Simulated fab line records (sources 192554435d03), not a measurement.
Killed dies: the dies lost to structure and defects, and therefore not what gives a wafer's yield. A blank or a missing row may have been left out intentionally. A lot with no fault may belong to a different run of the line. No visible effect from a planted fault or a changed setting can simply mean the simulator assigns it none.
fab line records	flow n5-finfet
record: lots: 9	wafers: 25	last-day: 18
route steps=1938 shown BEOL_M4@1058 PASSIVATION@1936
lots untouched by any fault: they come from a run of this same line in which no faults occurred
start-h: hours from the record's first day to the start of the lot's first wafer shown	wait-h: how many hours have passed since the lot's step before this one	" same as the row above	L1.1+2: a single row standing in for several wafers	- either no value or no given start	* or withheld: withheld	< > ~ a bound
route shown NAME@n: NAME is a module with steps in the file, n the number in the route of the first one	usual: average and standard deviation across the fault-free wafers	same: alike in all rows	chamber/n: place in a boat	sites: readings site by site	_std_site: the values' standard deviation	_edge_site: mean of outer sites minus mean of inner sites	radius-mm: how far each site lies from the wafer's centre	mask NAME#n: copy n	behind: the last tool/chamber to shape the wafer	hold: what put the lot on hold/how long, in hours/how the hold closed	device: whichever transistor did not switch (one of n, p or np)	end of line: the same wafers' tests at the end of the route	step lacking rows: just its recipe	killed: not the wafer's yield, but the dies lost to structure and defects at the first sort	map: a wafer's dies, x killed, . not, _ none there
set.NAME: the setting that was run; set.NAME@STEP: the one run at that earlier step	model.NAME: the simulator's own value behind a step, which no gauge read
one table for each step of the route and one row for each wafer, over a sample of lots
services: the hour from which a tool's chamber was out of use, counted from the record's first day as start-h (under 0 if before that day), plus the number of hours and why
== steps ==
step: N5_BEOL_M4_INSPECT_30
recipe: mode: adi	inspect-instrument: brightfield
usual: raw-defect-count: 411/86
lot.wafer	tool	chamber	start-h	wait-h	raw-defect-count
L774.1	defect-inspect-01	-	183.01	0.1	460
L774.4	"	-	"	"	458
L774.6	"	-	"	"	482
L775.1	defect-inspect-02	-	185.66	0.1	371
L775.4	"	-	"	"	453
L775.5	"	-	"	"	484
L778.1	defect-inspect-02	-	198.97	0.1	538
L778.4	"	-	"	"	472
L778.6	"	-	"	"	453
L780.2	defect-inspect-01	-	223.94	0.0	371
L780.3	"	-	"	"	283
L780.6	"	-	"	"	314
L783.1	defect-inspect-01	-	228.17	0.1	330
L783.4	"	-	"	"	497
L783.6	"	-	"	"	353
L790.3	defect-inspect-01	-	277.08	0.0	256
L790.5	"	-	"	"	315
L793.2	defect-inspect-01	-	293.34	0.0	405
L793.3	"	-	"	"	336
L794.2	defect-inspect-01	-	296.82	0.0	426
L794.4	"	-	"	"	281
L794.5	"	-	"	"	454
L796.2	defect-inspect-02	-	335.24	0.0	398
L796.4	"	-	"	"	326
L796.6	"	-	"	"	400
step: N5_BEOL_M4_TRENCH_ETCH_37
recipe: chemistry: C4F6/O2	target-depth-a: 555.55	target: SiOC	time-s: 29.2	ion-energy-ev: 250	pressure-mtorr: 30	source-w: 355	bias-w: 185	Ar_flow_sccm: 300	C4F6_flow_sccm: 10	O2_flow_sccm: 10
usual: drypump-motor-current-A: 5.6/0.5	oes-product-au: 0.83/0.069	rf-vpp-V: 668/7.2	run-length-s: 52.7/0.48	showerhead-plenum-p-Torr: 2.89/0.11	throttle-valve-pct: 20.81/0.18
lot.wafer	tool	chamber	start-h	wait-h	drypump-motor-current-A	oes-product-au	rf-hours-counter-h	rf-vpp-V	run-length-s	showerhead-plenum-p-Torr	throttle-valve-pct
L774.1	rie-diel-01	3	189.19	-	6.3	0.89	32	657	52.4	2.79	20.90
L774.4	"	0	"	"	5.8	0.80	96	669	52.6	2.86	20.72
L774.6	"	2	"	"	5.3	0.90	-	671	53.3	3.02	20.72
L775.1	rie-diel-04	2	195.58	-	6.1	0.79	97	659	53.2	2.87	20.62
L775.4	"	2	"	"	6.1	0.79	-	659	53.2	2.87	20.63
L775.5	"	1	"	"	5.1	0.87	-	668	52.0	3.00	20.46
L778.1	rie-diel-01	0	225.46	-	5.8	0.79	108	669	52.7	2.86	20.73
L778.4	"	3	"	"	6.3	0.86	44	658	52.5	2.79	20.92
L778.6	"	3	"	"	6.3	0.86	-	659	52.5	2.79	20.93
L780.2	rie-diel-01	1	228.80	-	5.1	0.85	52	678	52.7	3.01	20.83
L780.3	"	2	"	"	5.4	0.89	35	669	52.9	3.02	20.75
L780.6	"	1	"	"	5.1	0.87	-	677	52.9	3.01	20.83
L783.1	rie-diel-01	0	241.02	-	5.7	0.78	114	666	52.6	2.86	20.74
L783.4	"	3	"	"	6.3	0.86	51	659	53.2	2.79	20.92
L783.6	"	0	"	"	5.7	0.78	-	667	52.6	2.86	20.76
L790.3	rie-diel-01	0	294.88	-	5.7	0.77	129	667	52.6	2.85	20.76
L790.5	"	1	"	"	5.1	0.83	-	677	39.8	3.00	20.86
L793.2	rie-diel-01	3	301.41	-	6.3	0.83	71	658	39.9	2.78	20.97
L793.3	"	0	"	"	5.7	0.77	132	668	52.8	2.85	20.78
L794.2	rie-diel-03	3	310.36	-	4.8	0.69	244	669	52.4	2.92	21.23
L794.4	"	1	"	"	6.5	0.81	105	673	53.4	2.98	20.88
L794.5	"	1	"	"	6.5	0.80	-	672	53.3	2.98	20.86
L796.2	rie-diel-04	3	340.68	-	6.0	0.88	54	670	53.4	3.01	20.95
L796.4	"	1	"	"	5.1	0.81	72	667	51.9	2.98	20.51
L796.6	"	3	"	"	6.1	0.88	-	668	52.8	3.01	20.93
step: N5_BEOL_M4_OCD_MEAS_38
usual: trench-depth-nm: 55.9/0.71
lot.wafer	tool	chamber	start-h	wait-h	trench-depth-nm
L774.1	ocd-02	-	189.34	-	56.8
L774.4	"	-	"	"	56.2
L774.6	"	-	"	"	55.5
L775.1	ocd-02	-	195.74	-	55.2
L775.4	"	-	"	"	55.9
L775.5	"	-	"	"	55.6
L778.1	ocd-02	-	225.61	-	56.1
L778.4	"	-	"	"	56.2
L778.6	"	-	"	"	56.4
L780.2	ocd-01	-	228.95	-	55.5
L780.3	"	-	"	"	55.7
L780.6	"	-	"	"	56.8
L783.1	ocd-01	-	241.17	-	55.5
L783.4	"	-	"	"	56.4
L783.6	"	-	"	"	55.6
L790.3	ocd-02	-	295.03	-	55.2
L790.5	"	-	"	"	31.4
L793.2	ocd-01	-	301.57	-	31.4
L793.3	"	-	"	"	55.6
L794.2	ocd-02	-	310.52	-	55.0
L794.4	"	-	"	"	56.1
L794.5	"	-	"	"	56.6
L796.2	ocd-02	-	340.84	-	56.6
L796.4	"	-	"	"	54.2
L796.6	"	-	"	"	56.8
step: N5_BEOL_M4_CD_MEAS_35
recipe: target-cd-nm: 18	target-cd-y-nm: 22.4	polarity: opening
usual: cd-nm: 18.0/0.31
lot.wafer	tool	chamber	start-h	wait-h	cd-nm
L774.1	cd-sem-03	-	189.50	0.0	18.3
L774.4	"	-	"	"	18.5
L774.6	"	-	"	"	17.7
L775.1	cd-sem-03	-	195.90	0.0	18.0
L775.4	"	-	"	"	17.7
L775.5	"	-	"	"	18.3
L778.1	cd-sem-03	-	225.76	0.0	18.4
L778.4	"	-	"	"	17.7
L778.6	"	-	"	"	18.1
L780.2	cd-sem-02	-	229.10	0.0	17.8
L780.3	"	-	"	"	18.4
L780.6	"	-	"	"	18.2
L783.1	cd-sem-02	-	241.33	0.0	18.5
L783.4	"	-	"	"	18.4
L783.6	"	-	"	"	18.3
L790.3	cd-sem-03	-	295.29	0.0	17.8
L790.5	"	-	"	"	17.5
L793.2	cd-sem-02	-	301.73	0.0	17.6
L793.3	"	-	"	"	17.7
L794.2	cd-sem-01	-	310.68	0.0	18.1
L794.4	"	-	"	"	17.9
L794.5	"	-	"	"	17.6
L796.2	cd-sem-02	-	340.99	0.0	18.1
L796.4	"	-	"	"	17.8
L796.6	"	-	"	"	18.2
step: N5_BEOL_M4_DEGAS_44
recipe: ambient: vacuum	temp-c: 250	time-s: 60
usual: heater-power-w: 331/21	susceptor-temp-C: 249.98/0.16
lot.wafer	tool	chamber	start-h	wait-h	heater-power-w	susceptor-temp-C
L774.1	pvd-sputter-01	-	189.62	0.1	338	249.90
L774.4	"	-	"	"	295	249.96
L774.6	"	-	"	"	323	250.01
L775.1	pvd-sputter-03	-	196.58	0.7	318	249.91
L775.4	"	-	"	"	327	249.87
L775.5	"	-	"	"	345	249.98
L778.1	pvd-sputter-01	-	226.00	0.2	293	249.76
L778.4	"	-	"	"	337	250.14
L778.6	"	-	"	"	336	250.19
L780.2	pvd-sputter-02	-	229.83	0.7	347	250.04
L780.3	"	-	"	"	352	249.78
L780.6	"	-	"	"	353	250.16
L783.1	pvd-sputter-02	-	241.57	0.2	319	249.98
L783.4	"	-	"	"	343	249.76
L783.6	"	-	"	"	353	249.80
L790.3	pvd-sputter-01	-	295.39	0.1	326	249.94
L790.5	"	-	"	"	296	249.98
L793.2	pvd-sputter-03	-	301.89	0.2	322	249.91
L793.3	"	-	"	"	357	250.03
L794.2	pvd-sputter-02	-	310.96	0.3	337	249.83
L794.4	"	-	"	"	355	249.74
L794.5	"	-	"	"	355	250.00
L796.2	pvd-sputter-03	-	341.23	0.2	319	250.06
L796.4	"	-	"	"	297	250.13
L796.6	"	-	"	"	298	249.86
step: N5_BEOL_M4_THK_MEAS_53
recipe: thk-meas-gauge: xrf	reads: Cu_of_BEOL_M4_ECD_50
usual: M4_THK: 40.9/1.4
lot.wafer	tool	chamber	start-h	wait-h	M4_THK[nm]
L774.1	film-metro-02	-	192.93	-	40.7
L774.4	"	-	"	"	38.5
L774.6	"	-	"	"	39.2
L775.1	film-metro-02	-	200.91	-	41.6
L775.4	"	-	"	"	40.8
L775.5	"	-	"	"	41.5
L778.1	film-metro-02	-	229.18	-	38.4
L778.4	"	-	"	"	38.3
L778.6	"	-	"	"	40.0
L780.2	film-metro-02	-	233.12	-	39.9
L780.3	"	-	"	"	40.1
L780.6	"	-	"	"	40.8
L783.1	film-metro-02	-	244.92	-	40.6
L783.4	"	-	"	"	43.2
L783.6	"	-	"	"	41.6
L790.3	film-metro-02	-	299.13	-	40.8
L790.5	"	-	"	"	14.3
L793.2	film-metro-01	-	306.42	-	16.0
L793.3	"	-	"	"	40.3
L794.2	film-metro-02	-	316.15	-	39.5
L794.4	"	-	"	"	40.0
L794.5	"	-	"	"	41.3
L796.2	film-metro-01	-	344.73	-	44.4
L796.4	"	-	"	"	41.9
L796.6	"	-	"	"	42.9
step: N5_BEOL_M4_RS_MEAS_58
recipe: thk-meas-gauge: four-point-probe	reads: Co_of_BEOL_M4_CO_CAP_55+Cu_of_BEOL_M4_ECD_50+Co_of_BEOL_M4_CVD_47+TaN_of_BEOL_M4_ALD_84
usual: M4_RS: 0.659/0.026
lot.wafer	tool	chamber	start-h	wait-h	M4_RS[ohm/sq]
L774.1	film-metro-02	-	193.21	0.0	0.655
L774.4	"	-	"	"	0.705
L774.6	"	-	"	"	0.690
L775.1	film-metro-01	-	201.20	0.1	0.645
L775.4	"	-	"	"	0.664
L775.5	"	-	"	"	0.648
L778.1	film-metro-02	-	229.46	0.1	0.704
L778.4	"	-	"	"	0.706
L778.6	"	-	"	"	0.669
L780.2	film-metro-02	-	233.38	0.1	0.677
L780.3	"	-	"	"	0.673
L780.6	"	-	"	"	0.653
L783.1	film-metro-01	-	245.18	0.0	0.661
L783.4	"	-	"	"	0.610
L783.6	"	-	"	"	0.640
L790.3	film-metro-01	-	299.39	0.1	0.661
L790.5	"	-	"	"	2.786
L793.2	film-metro-02	-	306.70	0.1	2.334
L793.3	"	-	"	"	0.666
L794.2	film-metro-01	-	316.41	0.1	0.692
L794.4	"	-	"	"	0.672
L794.5	"	-	"	"	0.651
L796.2	film-metro-01	-	345.05	0.1	0.607
L796.4	"	-	"	"	0.652
L796.6	"	-	"	"	0.630
step: N5_BEOL_M4_RC_MEAS_101
usual: DIBL_N: 36.6/1.1	DIBL_P: 36.8/1.6	IOFF_N: 0.169/0.024	IOFF_P: 0.206/0.028	ION_N: 679/9.2	ION_P: 462/7	SS_N: 71.6/0.57	SS_P: 73.3/0.57	VT_N: 248.8/2.4	VT_P: -251/3
lot.wafer	tool	chamber	start-h	wait-h	DIBL_N[mV/V]	DIBL_P[mV/V]	IOFF_N[nA/um]	IOFF_P[nA/um]	ION_N[uA/um]	ION_P[uA/um]	SS_N[mV/dec]	SS_P[mV/dec]	VT_N[mV]	VT_P[mV]
L774.1	prober-02	0	193.26	0.0	36.5	36.2	0.161	0.177	674	462	70.6	73.1	248.3	-256
L774.4	"	0	"	"	36.5	36.3	0.161	0.175	688	460	71.0	73.1	249.3	-255
L774.6	"	0	"	"	34.9	33.7	0.131	0.148	659	453	70.3	72.7	254.6	-258
L775.1	prober-01	0	201.25	0.0	36.0	36.4	0.155	0.200	667	450	71.4	73.4	250.5	-254
L775.4	"	0	"	"	36.7	37.5	0.184	0.223	683	461	72.0	72.9	245.8	-250
L775.5	"	0	"	"	35.0	34.9	0.150	0.181	666	451	70.9	73.3	249.7	-256
L778.1	prober-02	0	229.51	0.0	36.5	39.0	0.202	0.228	691	468	72.6	74.4	246.6	-251
L778.4	"	0	"	"	36.4	39.1	0.185	0.222	682	463	72.5	73.7	250.5	-251
L778.6	"	0	"	"	37.8	39.4	0.219	0.236	681	461	72.2	74.2	246.0	-254
L780.2	prober-01	0	233.59	0.2	37.4	38.7	0.190	0.251	677	464	71.4	73.9	244.4	-251
L780.3	"	0	"	"	38.6	38.5	0.212	0.245	680	461	72.2	74.0	247.3	-246
L780.6	"	0	"	"	37.8	38.2	0.190	0.239	691	466	71.9	74.2	246.7	-249
L783.1	prober-01	0	245.23	0.0	36.7	35.7	0.153	0.236	683	475	71.3	72.6	246.7	-247
L783.4	"	0	"	"	35.7	33.7	0.143	0.199	683	467	71.4	72.7	246.6	-253
L783.6	"	0	"	"	38.2	38.3	0.195	0.275	688	480	71.7	73.3	245.8	-246
L790.3	prober-01	0	299.75	0.3	36.9	36.1	0.157	0.199	672	451	71.7	73.3	249.5	-251
L793.3	prober-02	0	307.06	0.3	35.1	34.5	0.149	0.217	677	469	71.0	73.1	249.2	-249
L794.2	prober-02	0	316.62	0.2	36.3	37.4	0.169	0.221	673	466	71.8	73.9	249.2	-247
L794.4	"	0	"	"	35.4	36.6	0.160	0.210	678	466	72.1	73.6	249.0	-251
L794.5	"	0	"	"	35.3	36.5	0.150	0.212	672	466	72.1	73.2	253.6	-251
L796.2	prober-02	0	345.26	0.2	36.8	37.4	0.157	0.196	682	465	71.2	73.6	246.8	-251
L796.4	"	0	"	"	36.5	37.5	0.155	0.204	679	466	71.1	73.1	249.0	-252
L796.6	"	0	"	"	36.8	36.6	0.149	0.186	683	461	71.4	73.7	248.1	-251
step: N5_PASSIVATION_PROBE_49
usual: defect-limited-yield: 91.1/1.5	killed_at_M0_to_M3: 36/11	killed_at_M4_up: 14/5.6	killed-at-contacts: 11/5.6	killed-at-front-end: 40/12	killed-at-other: 4/3.2	killed-dies: 105/17	killed-on-rim: 14/3.4	killed-open: 69/12	killed-short: 34/8.4	sort_bin_5_function: 5.2/0.95	sort_bin_6_memory: 3.3/0.63	sort-n-pass: 1075/17	sort-yield-pct: 91.1/1.5
same: gross-dies: 1180	killed-at-back-side: 0	sort_bin_4_leakage[%]: 0	sort_bin_8_speed[%]: 0
lot.wafer	tool	chamber	start-h	wait-h	defect-limited-yield[%]	killed_at_M0_to_M3	killed_at_M4_up	killed-at-contacts	killed-at-front-end	killed-at-other	killed-dies	killed-on-rim	killed-open	killed-short	sort_bin_5_function[%]	sort_bin_6_memory[%]	sort-n-pass	sort-yield-pct[%]
L790.3	prober-02	-	409.95	0.1	90.3	33	23	12	43	3	114	20	77	37	6.4	3.1	1066	90.3
L790.5	prober-02	-	410.05	0.2	2.1	25	1097	7	25	1	1155	140	65	25	95.3	2.5	25	2.1
L793.2	prober-02	-	413.16	0.1	9.2	39	963	14	50	6	1072	140	77	28	85.7	4.5	108	9.2
L793.3	prober-02	-	413.21	0.1	91.8	26	12	16	32	11	97	11	58	36	5.1	2.9	1083	91.8
killed by level:class
L790.3 BEOL_M2:geometric-particle:open=12 MOL_CONTACT_COAG:geometric-particle:open=9 BEOL_M4:geometric-particle:open=9 DUMMY_GATE:geometric-particle:open=8 FIN_SAQP:geometric-particle:short=6 GATE_CUT:geometric-particle:open=6 GATE_CUT:geometric-particle:short=6 BEOL_M0_SAQP:geometric-particle:open=6
L790.5 BEOL_M4:area-ecd=1065 BEOL_M4:geometric-particle:open=19 BEOL_M2:geometric-particle:open=8 BEOL_M4:geometric-particle:short=7 MOL_CONTACT_COAG:geometric-particle:open=6 BEOL_M3:geometric-particle:open=5 FIN_SAQP:geometric-particle:open=4 STI_FIN_REVEAL:geometric-particle:open=4
L793.2 BEOL_M4:area-ecd=958 STI_FIN_REVEAL:geometric-particle:open=13 MOL_CONTACT_COAG:geometric-particle:open=12 BEOL_M1:geometric-particle:open=11 BEOL_M0_SAQP:geometric-particle:short=9 DUMMY_GATE:geometric-particle:open=7 BEOL_M0_SAQP:geometric-particle:open=7 GATE_CUT:geometric-particle:open=5
L793.3 MOL_CONTACT_COAG:geometric-particle:open=11 FIN_SAQP:geometric-particle:open=7 GATE_CUT:geometric-particle:short=6 BEOL_M0_SAQP:geometric-particle:open=6 BEOL_M0_SAQP:geometric-particle:short=5 BEOL_M2:geometric-particle:open=5 BEOL_M4:geometric-particle:open=5 MIM_TOP:geometric-particle:short=5
== services ==
tool	chamber	start-h	hours	kind
rie-diel-03	0	165.44	-	clean
rie-diel-03	0	165.44	-	consumable-replace:focus-ring
rie-diel-03	0	165.44	20.8	scheduled-down
rie-diel-03	0	165.44	20.8	vent-cycle
rie-diel-04	3	182.81	-	clean
rie-diel-04	3	182.81	-	consumable-replace:focus-ring
rie-diel-04	3	182.81	-	consumable-replace:showerhead
rie-diel-04	3	182.81	17.6	scheduled-down
rie-diel-04	3	182.81	17.6	vent-cycle
rie-diel-01	0	264.71	3.7	repair
rie-diel-04	1	294.03	23.1	repair
pvd-sputter-02	-	295.39	5.2	repair
rie-diel-03	2	313.71	-	clean
rie-diel-03	2	313.71	-	consumable-replace:focus-ring
rie-diel-03	2	313.71	-	consumable-replace:showerhead
rie-diel-03	2	313.71	17.9	scheduled-down
rie-diel-03	2	313.71	17.9	vent-cycle
rie-diel-03	3	331.61	-	clean
rie-diel-03	3	331.61	-	consumable-replace:focus-ring
rie-diel-03	3	331.61	20.4	scheduled-down
rie-diel-03	3	331.61	20.4	vent-cycle
== key ==
first-sign: step: N5_BEOL_M4_TRENCH_ETCH_37	reading: run-length-s	direction: down	sigmas: 27	usual: *	struck: *
effect: step: N5_BEOL_M4_OCD_MEAS_38	reading: trench-depth-nm	direction: down	sigmas: 34	usual: 55.9	struck: 31.4
effect: step: N5_BEOL_M4_THK_MEAS_53	reading: M4_THK	direction: down	sigmas: 18	usual: 40.9	struck: 15.1
effect: step: N5_BEOL_M4_RS_MEAS_58	reading: M4_RS	direction: up	sigmas: 72	usual: 0.659	struck: 2.560
effect: step: N5_PASSIVATION_PROBE_49	reading: killed_at_M4_up	direction: up	sigmas: 99+	usual: 14	struck: 1030
more-kills-born-at: N5_BEOL_M4_ECD_50@ecd-cu-02: 2023
met-at N5_BEOL_M4_TRENCH_ETCH_37
struck-lots L790,L793
struck-wafers L790.5,L793.2
later-rows-left-out L790.5,L793.2
not-acting-at N5_BEOL_M4_INSPECT_30,N5_BEOL_M4_CD_MEAS_35,N5_BEOL_M4_DEGAS_44
onset-between 241.02 294.88
fault: kind: process-parameter-drift	tool: rie-diel-01	chamber: -	onset-h: 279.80	steps: N5_BEOL_M4_TRENCH_ETCH_37	channel: time-s	offset: *	shape: step	end-h: 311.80	scope: struck-wafers-only	acts-in: *	stated: *
later-rows-left-out: the simulator's readings of these wafers behind a module that went badly wrong aren't trusted and aren't shown, but for the sort
